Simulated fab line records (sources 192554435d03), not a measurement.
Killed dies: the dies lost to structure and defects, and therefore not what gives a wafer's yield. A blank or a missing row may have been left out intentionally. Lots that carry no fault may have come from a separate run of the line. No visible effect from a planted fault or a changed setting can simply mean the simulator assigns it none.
fab line records :: flow n5-finfet
record:
  lots: 3
  wafers: 9
  last-day: 17
route steps=1938 shown BEOL_M1@821 BEOL_M2@841 BEOL_M4@1111 PASSIVATION@1936
lots with no fault: from the same line, run without faults
start-h: hours from the record's opening day to when the first of the lot's shown wafers began :: wait-h: hours since the lot's step before :: " same as the row above :: L1.1+2: several wafers, shown together as one row :: - either no value or no given start :: * or withheld: withheld :: < > ~ a bound
route shown NAME@n: names a module that has steps shown in the file, with the first one's number in the route :: usual: average and standard deviation across the fault-free wafers :: same: alike in all rows :: chamber/n: place in a boat :: sites: the reading at each site :: _std_site: the standard deviation of these :: _edge_site: outer sites' mean less inner sites' :: radius-mm: for every site, how far away it sits from the centre of the wafer :: mask NAME#n: copy n :: behind: the last tool/chamber to shape the wafer :: hold: why the lot was held/for how many hours/how that ended :: device: which transistor (n, p or np) failed to switch :: end of line: the same wafers' tests at the end of the route :: a step without rows: its recipe alone :: killed: the dies lost at the first sort to structure and to defects; this is not the yield of the wafer :: map: a wafer's dies, x killed, . not, _ none there
set.NAME: the run value of the setting; set.NAME@STEP: its run value at that earlier step :: model.NAME: the simulator's own value behind a step, which no gauge read
lots at some steps of the route; a table a step, a row a wafer
services: the hour from which a tool's chamber was out of use, counted from the record's first day as start-h (under 0 if before that day), plus the number of hours and why
== steps ==
step: N5_BEOL_M1_ANNEAL_87
recipe:
  temp-c: 400
  time-s: 240
  ambient: vacuum
step: N5_BEOL_M1_SPUTTER_88
recipe:
  material: Cu
  target-thk-a: 45
  temp-c: -20
  chamber-pressure-pa: 0.07
  power-w: withheld
  time-s: 8.29
step: N5_BEOL_M1_ANNEAL_89
recipe:
  temp-c: 400
  time-s: 240
  ambient: vacuum
step: N5_BEOL_M1_SPUTTER_90
recipe:
  material: Cu
  target-thk-a: 45
  temp-c: -20
  chamber-pressure-pa: 0.07
  power-w: withheld
  time-s: 8.29
step: N5_BEOL_M1_ANNEAL_91
recipe:
  temp-c: 400
  time-s: 240
  ambient: vacuum
step: N5_BEOL_M1_SPUTTER_92
recipe:
  material: Cu
  target-thk-a: 45
  temp-c: -20
  chamber-pressure-pa: 0.07
  power-w: withheld
  time-s: 8.29
step: N5_BEOL_M1_ANNEAL_93
recipe:
  temp-c: 400
  time-s: 240
  ambient: vacuum
step: N5_BEOL_M1_SPUTTER_94
recipe:
  material: Cu
  target-thk-a: 45
  temp-c: -20
  chamber-pressure-pa: 0.07
  power-w: withheld
  time-s: 8.29
step: N5_BEOL_M1_ANNEAL_95
recipe:
  temp-c: 400
  time-s: 240
  ambient: vacuum
step: N5_BEOL_M1_SPUTTER_96
recipe:
  material: Cu
  target-thk-a: 45
  temp-c: -20
  chamber-pressure-pa: 0.07
  power-w: withheld
  time-s: 8.29
step: N5_BEOL_M1_ECD_50
recipe:
  material: Cu
  target-thk-a: 3000
step: N5_BEOL_M1_ANNEAL_51
recipe:
  temp-c: 225
  time-s: 90
  ambient: N2
step: N5_BEOL_M1_CMP_52
recipe:
  stop-on: SiOC
  t-overpolish-s: 6.8
  down-force-psi: 1
  platen-rpm: 50
  clearing-platen-down-force-psi: 1.5
  clearing-platen-rpm: 50
  post-cmp-clean: cu-alkaline
  target-thk-nm: 40
  clearing-platen-pad-velocity-m-s: 0.99484
  pad-velocity-m-s: 0.99484
usual:
  barrier-field-endpoint-s: 24.6/0.56
  motor-current-A: 6.3/0.6
  overpolish-run-s: 6.801/0.0091
  time-to-endpoint-s: 63.4/2.4
same:
  t-overpolish-s: 6.8
lot.wafer: L882.4
tool: cmp-02
chamber: 2
start-h: 160.75
wait-h: 0.4
barrier-field-endpoint-s: 25.4
motor-current-A: 5.6
overpolish-run-s: 6.804
time-to-endpoint-s: 68.6

lot.wafer: L882.3
tool: cmp-02
chamber: 0
start-h: 160.75
wait-h: 0.4
barrier-field-endpoint-s: 41.1
motor-current-A: 6.6
overpolish-run-s: 0.047
time-to-endpoint-s: 82.4

lot.wafer: L882.5
tool: cmp-02
chamber: 3
start-h: 160.75
wait-h: 0.4
barrier-field-endpoint-s: 25.2
motor-current-A: 6.3
overpolish-run-s: 6.798
time-to-endpoint-s: 65.5

lot.wafer: L898.1
tool: cmp-02
chamber: 1
start-h: 252.71
wait-h: 0.3
barrier-field-endpoint-s: 24.9
motor-current-A: 6.4
overpolish-run-s: 6.803
time-to-endpoint-s: 66.3

lot.wafer: L898.3
tool: cmp-02
chamber: 2
start-h: 252.71
wait-h: 0.3
barrier-field-endpoint-s: 25.0
motor-current-A: 5.6
overpolish-run-s: 6.804
time-to-endpoint-s: 67.6

lot.wafer: L898.5
tool: cmp-02
chamber: 0
start-h: 252.71
wait-h: 0.3
barrier-field-endpoint-s: 25.5
motor-current-A: 6.4
overpolish-run-s: 6.803
time-to-endpoint-s: 64.6

lot.wafer: L900.4
tool: cmp-01
chamber: 2
start-h: 275.81
wait-h: 0.2
barrier-field-endpoint-s: 24.4
motor-current-A: 6.2
overpolish-run-s: 6.815
time-to-endpoint-s: 63.5

lot.wafer: L900.1
tool: cmp-01
chamber: 1
start-h: 275.81
wait-h: 0.2
barrier-field-endpoint-s: 24.5
motor-current-A: 8.1
overpolish-run-s: 6.810
time-to-endpoint-s: 60.7

lot.wafer: L900.6
tool: cmp-01
chamber: 3
start-h: 275.81
wait-h: 0.2
barrier-field-endpoint-s: 24.7
motor-current-A: 6.0
overpolish-run-s: 6.800
time-to-endpoint-s: 61.5
step: N5_BEOL_M1_THK_MEAS_53
recipe:
  thk-meas-gauge: xrf
  reads: Cu_of_BEOL_M1_ECD_50
usual:
  M1_THK: 39.9/1.5
lot.wafer: L882.3
tool: film-metro-01
chamber: -
start-h: 161.04
wait-h: -
M1_THK[nm]: 144.5

lot.wafer: L882.4
tool: film-metro-01
chamber: -
start-h: 161.04
wait-h: -
M1_THK[nm]: 42.4

lot.wafer: L882.5
tool: film-metro-01
chamber: -
start-h: 161.04
wait-h: -
M1_THK[nm]: 41.7

lot.wafer: L898.1
tool: film-metro-02
chamber: -
start-h: 252.93
wait-h: -
M1_THK[nm]: 39.5

lot.wafer: L898.3
tool: film-metro-02
chamber: -
start-h: 252.93
wait-h: -
M1_THK[nm]: 42.5

lot.wafer: L898.5
tool: film-metro-02
chamber: -
start-h: 252.93
wait-h: -
M1_THK[nm]: 44.7

lot.wafer: L900.1
tool: film-metro-01
chamber: -
start-h: 276.10
wait-h: -
M1_THK[nm]: 38.0

lot.wafer: L900.4
tool: film-metro-01
chamber: -
start-h: 276.10
wait-h: -
M1_THK[nm]: 39.1

lot.wafer: L900.6
tool: film-metro-01
chamber: -
start-h: 276.10
wait-h: -
M1_THK[nm]: 39.4
step: N5_BEOL_M1_PRE_CLEAN_60
recipe:
  gas: NH3/H2
  time-s: 15
  temp-c: *
  rf-power-w: 300
step: N5_BEOL_M1_CO_CAP_55
recipe:
  material: Co
  target-thk-a: 20
  temp-c: 200
  precursor: CCTBA/H2
  pressure-torr: 30
  time-s: 102.1
step: N5_BEOL_M1_PRE_CLEAN_56
recipe:
  gas: NH3
  time-s: 15
  temp-c: withheld
  rf-power-w: 300
step: N5_BEOL_M1_DEP_57
recipe:
  material: SiCN
  target-thk-a: 80
  temp-c: withheld
  precursor: 3MS/NH3
  pressure-torr: 3
  rf-w: 202
  time-s: 14
step: N5_BEOL_M1_INSPECT_59
recipe:
  inspect-instrument: darkfield
  mode: post-dep
usual:
  raw-defect-count: 67/19
lot.wafer: L882.3
tool: defect-inspect-02
chamber: -
start-h: 161.33
wait-h: 0.0
raw-defect-count: 1582

lot.wafer: L882.4
tool: defect-inspect-02
chamber: -
start-h: 161.33
wait-h: 0.0
raw-defect-count: 61

lot.wafer: L882.5
tool: defect-inspect-02
chamber: -
start-h: 161.33
wait-h: 0.0
raw-defect-count: 90

lot.wafer: L898.1
tool: defect-inspect-02
chamber: -
start-h: 253.27
wait-h: 0.0
raw-defect-count: 35

lot.wafer: L898.3
tool: defect-inspect-02
chamber: -
start-h: 253.27
wait-h: 0.0
raw-defect-count: 71

lot.wafer: L898.5
tool: defect-inspect-02
chamber: -
start-h: 253.27
wait-h: 0.0
raw-defect-count: 65

lot.wafer: L900.1
tool: defect-inspect-02
chamber: -
start-h: 276.42
wait-h: 0.0
raw-defect-count: 63

lot.wafer: L900.4
tool: defect-inspect-02
chamber: -
start-h: 276.42
wait-h: 0.0
raw-defect-count: 91

lot.wafer: L900.6
tool: defect-inspect-02
chamber: -
start-h: 276.42
wait-h: 0.0
raw-defect-count: 81
step: N5_BEOL_M2_ILD_DEP_00
recipe:
  material: SiOC
  target-thk-a: 790
  temp-c: 350
  precursor: DEMS/O2
  pressure-torr: 5
  rf-w: 500
  time-s: 15.3
step: N5_BEOL_M2_PECVD_72
recipe:
  material: SiO2
  target-thk-a: 160
  temp-c: 400
  precursor: TEOS/O2
  pressure-torr: 5.5
  rf-w: 450
  teos-flow-sccm: 53.8
  gas: O2
  flow-sccm: 3000
  time-s: 18
step: N5_BEOL_M2_HM_DEP_02
recipe:
  material: TiN
  target-thk-a: 200
  temp-c: 25
  chamber-pressure-pa: 0.49996
step: N5_BEOL_M2_COAT_61
recipe:
  resist: SOC
  temp-c: 250
  time-s: 60
  spin-rpm: 1500
  resist-thk-nm: 60
step: N5_BEOL_M2_COAT_62
recipe:
  resist: SiARC
  temp-c: 220
  time-s: 60
  spin-rpm: 1500
  resist-thk-nm: 12
step: N5_BEOL_M2_COAT_73
recipe:
  resist: underlayer
  temp-c: 205
  time-s: 60
  spin-rpm: 1500
  resist-thk-nm: 5
step: N5_BEOL_M2_COAT_05
recipe:
  resist: CAR-EUV
  spin-rpm: 1500
  resist-thk-nm: 30
step: N5_BEOL_M2_EBR_07
recipe:
  solvent: PGMEA
  ebr-width-mm: 1.5
step: N5_BEOL_M2_SOFTBAKE_06
recipe:
  temp-c: 110
  time-s: 60
  resist: CAR-EUV
step: N5_BEOL_M2_EXPOSE_08
recipe:
  mask-id: M2
  na: 0.33
  source-shape: dipole
  sigma-inner: 0.369
  sigma-outer: 0.767
  polarization: unpolarized
  dose-mj: 41.25
step: N5_BEOL_M2_PEB_09
recipe:
  peb-temp-c: 100
  peb-time-s: 60
  resist: CAR-EUV
step: N5_BEOL_M2_DEVELOP_10
recipe:
  develop-time-s: 30
  developer: TMAH
  resist: CAR-EUV
  rinse-liquid: surfactant-rinse
  dry: air-spin
  dev-temp-c: 23
step: N5_BEOL_M2_DESCUM_16
recipe:
  chemistry: O2
  time-s: 7
  source-power-w: 50
  bias-power-w: 20
  pressure-mtorr: 20
  rf-frequency-hz: 2.712e+07
  temp-c: 40
  resist: CAR-EUV
  o2-flow-sccm: 225
step: N5_BEOL_M2_ETCH_74
recipe:
  chemistry: N2/H2
  target: underlayer
  target-depth-a: 65
  mask-material: CAR-EUV
  time-s: 5.2
  ion-energy-ev: 200
  pressure-mtorr: 30
  source-w: 840
  bias-w: 150
  n2-flow-sccm: 200
  h2-flow-sccm: 200
  ends: cleared
step: N5_BEOL_M2_ETCH_63
recipe:
  chemistry: CF4
  target: SiARC
  target-depth-a: 156
  mask-material: CAR-EUV
  time-s: 26
  ion-energy-ev: 80
  pressure-mtorr: 40
  source-w: 545
  bias-w: 36
  Ar_flow_sccm: 100
  cf4-flow-sccm: 100
  ends: cleared
step: N5_BEOL_M2_ETCH_64
recipe:
  chemistry: N2/H2
  target: SOC
  target-depth-a: 750
  overetch-a: 225
  mask-material: SiARC
  temp-c: 40
  time-s: 121.9
  ion-energy-ev: 200
  pressure-mtorr: 30
  source-w: 840
  bias-w: 150
  n2-flow-sccm: 200
  h2-flow-sccm: 200
step: N5_BEOL_M2_STRIP_65
recipe:
  chemistry: N2/H2
  temp-c: 40
  n2-flow-sccm: 200
  h2-flow-sccm: 200
  rf-frequency-hz: 6e+07
step: N5_BEOL_M2_STRIP_75
recipe:
  chemistry: N2/H2
  temp-c: 40
  n2-flow-sccm: 200
  h2-flow-sccm: 200
  rf-frequency-hz: 6e+07
step: N5_BEOL_M4_RC_MEAS_101
usual:
  DIBL_N: 36.3/1.2
  DIBL_P: 36.1/1.6
  IOFF_N: 0.161/0.023
  IOFF_P: 0.209/0.027
  ION_N: 676/8.9
  ION_P: 462/5.3
  SS_N: 71.5/0.51
  SS_P: 73.2/0.5
  VT_N: 249.1/2.5
  VT_P: -249.9/2.8
lot.wafer: L882.4
tool: prober-02
chamber: 0
start-h: 197.04
wait-h: 0.5
DIBL_N[mV/V]: 35.7
DIBL_P[mV/V]: 34.6
IOFF_N[nA/um]: 0.152
IOFF_P[nA/um]: 0.226
ION_N[uA/um]: 670
ION_P[uA/um]: 468
SS_N[mV/dec]: 70.9
SS_P[mV/dec]: 72.7
VT_N[mV]: 250.1
VT_P[mV]: -244.9

lot.wafer: L882.5
tool: prober-02
chamber: 0
start-h: 197.04
wait-h: 0.5
DIBL_N[mV/V]: 36.5
DIBL_P[mV/V]: 35.4
IOFF_N[nA/um]: 0.160
IOFF_P[nA/um]: 0.238
ION_N[uA/um]: 673
ION_P[uA/um]: 471
SS_N[mV/dec]: 70.8
SS_P[mV/dec]: 72.8
VT_N[mV]: 246.7
VT_P[mV]: -245.7

lot.wafer: L898.1
tool: prober-02
chamber: 0
start-h: 284.60
wait-h: 0.0
DIBL_N[mV/V]: 36.9
DIBL_P[mV/V]: 38.7
IOFF_N[nA/um]: 0.155
IOFF_P[nA/um]: 0.237
ION_N[uA/um]: 667
ION_P[uA/um]: 460
SS_N[mV/dec]: 71.6
SS_P[mV/dec]: 73.7
VT_N[mV]: 252.0
VT_P[mV]: -247.5

lot.wafer: L898.3
tool: prober-02
chamber: 0
start-h: 284.60
wait-h: 0.0
DIBL_N[mV/V]: 37.1
DIBL_P[mV/V]: 38.2
IOFF_N[nA/um]: 0.152
IOFF_P[nA/um]: 0.223
ION_N[uA/um]: 669
ION_P[uA/um]: 455
SS_N[mV/dec]: 71.5
SS_P[mV/dec]: 73.6
VT_N[mV]: 252.4
VT_P[mV]: -247.7

lot.wafer: L898.5
tool: prober-02
chamber: 0
start-h: 284.60
wait-h: 0.0
DIBL_N[mV/V]: 38.2
DIBL_P[mV/V]: 40.2
IOFF_N[nA/um]: 0.180
IOFF_P[nA/um]: 0.271
ION_N[uA/um]: 676
ION_P[uA/um]: 465
SS_N[mV/dec]: 71.6
SS_P[mV/dec]: 74.1
VT_N[mV]: 248.3
VT_P[mV]: -245.8

lot.wafer: L900.1
tool: prober-01
chamber: 0
start-h: 310.21
wait-h: 0.0
DIBL_N[mV/V]: 34.6
DIBL_P[mV/V]: 33.6
IOFF_N[nA/um]: 0.125
IOFF_P[nA/um]: 0.169
ION_N[uA/um]: 669
ION_P[uA/um]: 460
SS_N[mV/dec]: 71.2
SS_P[mV/dec]: 73.0
VT_N[mV]: 252.8
VT_P[mV]: -252.1

lot.wafer: L900.4
tool: prober-01
chamber: 0
start-h: 310.21
wait-h: 0.0
DIBL_N[mV/V]: 35.6
DIBL_P[mV/V]: 34.4
IOFF_N[nA/um]: 0.136
IOFF_P[nA/um]: 0.179
ION_N[uA/um]: 672
ION_P[uA/um]: 460
SS_N[mV/dec]: 71.8
SS_P[mV/dec]: 73.0
VT_N[mV]: 252.2
VT_P[mV]: -250.3

lot.wafer: L900.6
tool: prober-01
chamber: 0
start-h: 310.21
wait-h: 0.0
DIBL_N[mV/V]: 36.8
DIBL_P[mV/V]: 36.1
IOFF_N[nA/um]: 0.154
IOFF_P[nA/um]: 0.201
ION_N[uA/um]: 677
ION_P[uA/um]: 459
SS_N[mV/dec]: 71.5
SS_P[mV/dec]: 73.3
VT_N[mV]: 249.4
VT_P[mV]: -251.0
step: N5_PASSIVATION_PROBE_49
usual:
  defect-limited-yield: 91.3/1.5
  killed_at_M0_to_M3: 35/10
  killed_at_M4_up: 13/5.3
  killed-at-contacts: 12/5.7
  killed-at-front-end: 39/11
  killed-at-other: 3.3/2.7
  killed-dies: 102/18
  killed-on-rim: 13/4
  killed-open: 67/13
  killed-short: 34/7.8
  sort_bin_5_function: 5.1/1
  sort_bin_6_memory: 3.3/0.68
  sort-n-pass: 1078/18
  sort-yield-pct: 91.3/1.5
same:
  gross-dies: 1180
  killed-at-back-side: 0
  sort_bin_4_leakage[%]: 0
  sort_bin_8_speed[%]: 0
lot.wafer: L882.3
tool: prober-01
chamber: -
start-h: 290.86
wait-h: 0.1
defect-limited-yield[%]: 0
killed_at_M0_to_M3: 1120
killed_at_M4_up: 20
killed-at-contacts: 15
killed-at-front-end: 23
killed-at-other: 2
killed-dies: 1180
killed-on-rim: 152
killed-open: 77
killed-short: 21
sort_bin_5_function[%]: 4.7
sort_bin_6_memory[%]: 3.6
sort-n-pass: 0
sort-yield-pct[%]: 0

lot.wafer: L882.4
tool: prober-01
chamber: -
start-h: 290.91
wait-h: 0.2
defect-limited-yield[%]: 93.6
killed_at_M0_to_M3: 21
killed_at_M4_up: 15
killed-at-contacts: 7
killed-at-front-end: 25
killed-at-other: 8
killed-dies: 76
killed-on-rim: 10
killed-open: 46
killed-short: 28
sort_bin_5_function[%]: 3.9
sort_bin_6_memory[%]: 2.4
sort-n-pass: 1104
sort-yield-pct[%]: 93.6

lot.wafer: L882.5
tool: prober-01
chamber: -
start-h: 290.96
wait-h: 0.2
defect-limited-yield[%]: 91.9
killed_at_M0_to_M3: 26
killed_at_M4_up: 17
killed-at-contacts: 19
killed-at-front-end: 24
killed-at-other: 10
killed-dies: 96
killed-on-rim: 10
killed-open: 59
killed-short: 37
sort_bin_5_function[%]: 4.3
sort_bin_6_memory[%]: 3.6
sort-n-pass: 1084
sort-yield-pct[%]: 91.9

lot.wafer: L898.1
tool: prober-01
chamber: -
start-h: 389.12
wait-h: 0.0
defect-limited-yield[%]: 92.3
killed_at_M0_to_M3: 23
killed_at_M4_up: 5
killed-at-contacts: 10
killed-at-front-end: 53
killed-at-other: 0
killed-dies: 91
killed-on-rim: 12
killed-open: 56
killed-short: 35
sort_bin_5_function[%]: 4.3
sort_bin_6_memory[%]: 3.1
sort-n-pass: 1089
sort-yield-pct[%]: 92.3

lot.wafer: L898.3
tool: prober-01
chamber: -
start-h: 389.22
wait-h: 0.1
defect-limited-yield[%]: 91.7
killed_at_M0_to_M3: 14
killed_at_M4_up: 12
killed-at-contacts: 15
killed-at-front-end: 57
killed-at-other: 0
killed-dies: 98
killed-on-rim: 16
killed-open: 65
killed-short: 28
sort_bin_5_function[%]: 4.2
sort_bin_6_memory[%]: 3.6
sort-n-pass: 1082
sort-yield-pct[%]: 91.7

lot.wafer: L898.5
tool: prober-01
chamber: -
start-h: 389.32
wait-h: 0.2
defect-limited-yield[%]: 91.1
killed_at_M0_to_M3: 22
killed_at_M4_up: 24
killed-at-contacts: 13
killed-at-front-end: 44
killed-at-other: 2
killed-dies: 105
killed-on-rim: 11
killed-open: 72
killed-short: 32
sort_bin_5_function[%]: 4.5
sort_bin_6_memory[%]: 4.0
sort-n-pass: 1075
sort-yield-pct[%]: 91.1
killed by level:class
L882.3 BEOL_M1:area-cmp=1081 MOL_CONTACT_COAG:geometric-particle:open=13 BEOL_M2:geometric-particle:open=8 BEOL_M0_SAQP:geometric-particle:open=7 BEOL_M3:geometric-particle:open=7 BEOL_M4:geometric-particle:open=6 FIN_SAQP:geometric-particle:open=5 DUMMY_GATE:geometric-particle:open=5
L882.4 BEOL_M4:geometric-particle:open=8 STI_FIN_REVEAL:geometric-particle:open=6 BEOL_M0:geometric-particle:short=5 MOL_CONTACT_COAG:geometric-particle:short=4 BEOL_M1:geometric-particle:open=4 STARTING-WAFER:geometric-particle:short=4 FIN_SAQP:geometric-particle:open=3 DUMMY_GATE:geometric-particle:open=3
L882.5 MOL_CONTACT_COAG:geometric-particle:open=11 MOL_CONTACT_COAG:geometric-particle:short=8 BEOL_M4:geometric-particle:open=6 BEOL_M0_SAQP:geometric-particle:open=5 DUMMY_GATE:geometric-particle:open=4 BEOL_M0_SAQP:geometric-particle:short=4 BEOL_M1:geometric-particle:open=4 BEOL_M2:geometric-particle:open=4
L898.1 FIN_SAQP:geometric-particle:open=13 STI_FIN_REVEAL:geometric-particle:open=13 MOL_CONTACT_COAG:geometric-particle:open=7 FIN_SAQP:geometric-particle:short=6 GATE_CUT:geometric-particle:short=6 BEOL_M0_SAQP:geometric-particle:short=6 BEOL_M0_SAQP:geometric-particle:open=5 BEOL_M1:geometric-particle:open=5
L898.3 FIN_SAQP:geometric-particle:open=22 FIN_SAQP:geometric-particle:short=16 MOL_CONTACT_COAG:geometric-particle:open=14 BEOL_M1:geometric-particle:open=5 STI_FIN_REVEAL:geometric-particle:open=4 BEOL_M1:geometric-particle:short=4 STI_FIN_REVEAL:geometric-particle:short=3 GATE_CUT:geometric-particle:open=3
L898.5 FIN_SAQP:geometric-particle:open=13 MOL_CONTACT_COAG:geometric-particle:open=9 STI_FIN_REVEAL:geometric-particle:open=7 BEOL_M4:geometric-particle:open=7 BEOL_M0_SAQP:geometric-particle:open=6 DUMMY_GATE:geometric-particle:open=5 BEOL_M1:geometric-particle:open=5 BEOL_M5:geometric-particle:open=5
map L882.3 (x killed, . not)
_________________xxxxxxxxxxxx________________
______________xxxxxxxxxxxxxxxxxx_____________
___________xxxxxxxxxxxxxxxxxxxxxxxx__________
__________xxxxxxxxxxxxxxxxxxxxxxxxxx_________
________xxxxxxxxxxxxxxxxxxxxxxxxxxxxxx_______
_______xxxxxxxxxxxxxxxxxxxxxxxxxxxxxxxx______
______xxxxxxxxxxxxxxxxxxxxxxxxxxxxxxxxxx_____
_____xxxxxxxxxxxxxxxxxxxxxxxxxxxxxxxxxxxx____
____xxxxxxxxxxxxxxxxxxxxxxxxxxxxxxxxxxxxxx___
___xxxxxxxxxxxxxxxxxxxxxxxxxxxxxxxxxxxxxxxx__
___xxxxxxxxxxxxxxxxxxxxxxxxxxxxxxxxxxxxxxxx__
__xxxxxxxxxxxxxxxxxxxxxxxxxxxxxxxxxxxxxxxxxx_
__xxxxxxxxxxxxxxxxxxxxxxxxxxxxxxxxxxxxxxxxxx_
_xxxxxxxxxxxxxxxxxxxxxxxxxxxxxxxxxxxxxxxxxxxx
_xxxxxxxxxxxxxxxxxxxxxxxxxxxxxxxxxxxxxxxxxxxx
_xxxxxxxxxxxxxxxxxxxxxxxxxxxxxxxxxxxxxxxxxxxx
_xxxxxxxxxxxxxxxxxxxxxxxxxxxxxxxxxxxxxxxxxxxx
_xxxxxxxxxxxxxxxxxxxxxxxxxxxxxxxxxxxxxxxxxxxx
_xxxxxxxxxxxxxxxxxxxxxxxxxxxxxxxxxxxxxxxxxxxx
_xxxxxxxxxxxxxxxxxxxxxxxxxxxxxxxxxxxxxxxxxxxx
_xxxxxxxxxxxxxxxxxxxxxxxxxxxxxxxxxxxxxxxxxxxx
__xxxxxxxxxxxxxxxxxxxxxxxxxxxxxxxxxxxxxxxxxx_
__xxxxxxxxxxxxxxxxxxxxxxxxxxxxxxxxxxxxxxxxxx_
___xxxxxxxxxxxxxxxxxxxxxxxxxxxxxxxxxxxxxxxx__
___xxxxxxxxxxxxxxxxxxxxxxxxxxxxxxxxxxxxxxxx__
____xxxxxxxxxxxxxxxxxxxxxxxxxxxxxxxxxxxxxx___
_____xxxxxxxxxxxxxxxxxxxxxxxxxxxxxxxxxxxx____
______xxxxxxxxxxxxxxxxxxxxxxxxxxxxxxxxxx_____
_______xxxxxxxxxxxxxxxxxxxxxxxxxxxxxxxx______
________xxxxxxxxxxxxxxxxxxxxxxxxxxxxxx_______
__________xxxxxxxxxxxxxxxxxxxxxxxxxx_________
___________xxxxxxxxxxxxxxxxxxxxxxxx__________
______________xxxxxxxxxxxxxxxxxx_____________
_________________xxxxxxxxxxxx________________
map L898.5 (x killed, . not)
_________________............________________
______________...x......xx.....x_____________
___________.x..x..x..............x.__________
__________.........................._________
________........x...x.x..x.......x...._______
_______....x.......x........xx.x.......______
______.............................x...._____
_____...........x...........x.....x......____
____.................x..x.x......x.......x___
___..x......x...x......xx............x.....__
___.....x............................x.x.x.__
__...x...................x..............x.x._
__......x..............x.....xx.....x..x...._
_..............................x....x........
_....................x..........x.......x.x..
_.................................x..x......x
_...................xx.......................
_........................x..................x
_....................x.......................
_.x..........................x...............
_...x.........xx.....x..................x....
__.......................x..........x......._
__....x...............x....x...........x...._
___...x.......x...........x................__
___.............x..........x...........x...__
____...x..............x..x................___
_____...x.x.............x.......x........____
______..xx.....x...x.....x......x....x.._____
_______..........................x..x..______
________....x......x.................._______
__________..x.....x..........x......_________
___________.x.x...x................__________
______________................x._____________
_________________............________________
== services ==
tool: cmp-01
chamber: -
start-h: 160.18
hours: 2.3
kind: repair

tool: cmp-02
chamber: -
start-h: 227.66
hours: 5.5
kind: pm

tool: cmp-01
chamber: -
start-h: 227.77
hours: 4.0
kind: pm

tool: cmp-01
chamber: -
start-h: 231.77
hours: -
kind: consumable-replace:conditioner

tool: cmp-01
chamber: -
start-h: 231.77
hours: -
kind: consumable-replace:pad

tool: cmp-01
chamber: -
start-h: 250.96
hours: 2.1
kind: repair
== key ==
first-sign:
  step: N5_BEOL_M1_CMP_52
  reading: overpolish-run-s
  direction: down
  sigmas: 99+
  usual: 6.801
  struck: 0.047
effect:
  step: N5_BEOL_M1_CMP_52
  reading: barrier-field-endpoint-s
  direction: up
  sigmas: 29
  usual: 24.6
  struck: 41.1
effect:
  step: N5_BEOL_M1_THK_MEAS_53
  reading: M1_THK
  direction: up
  sigmas: 71
  usual: 39.9
  struck: 144.5
effect:
  step: N5_BEOL_M1_INSPECT_59
  reading: raw-defect-count
  direction: up
  sigmas: 82
  usual: 67
  struck: 1582
effect:
  step: N5_PASSIVATION_PROBE_49
  reading: killed_at_M0_to_M3
  direction: up
  sigmas: 99+
  usual: 35
  struck: 1120
more-kills-born-at:
  N5_BEOL_M1_CMP_52@cmp-02: 1081
met-at N5_BEOL_M1_CMP_52
struck-wafers L882.3
later-rows-left-out L882.3
fault:
  kind: process-parameter-drift
  tool: cmp-02
  chamber: -
  onset-h: 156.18
  steps: N5_BEOL_M1_CMP_52
  channel: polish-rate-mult
  offset: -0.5
  shape: step
  end-h: 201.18
  scope: struck-wafers-only
later-rows-left-out: the simulator's readings of these wafers behind a module that went badly wrong aren't trusted and aren't shown, but for the sort
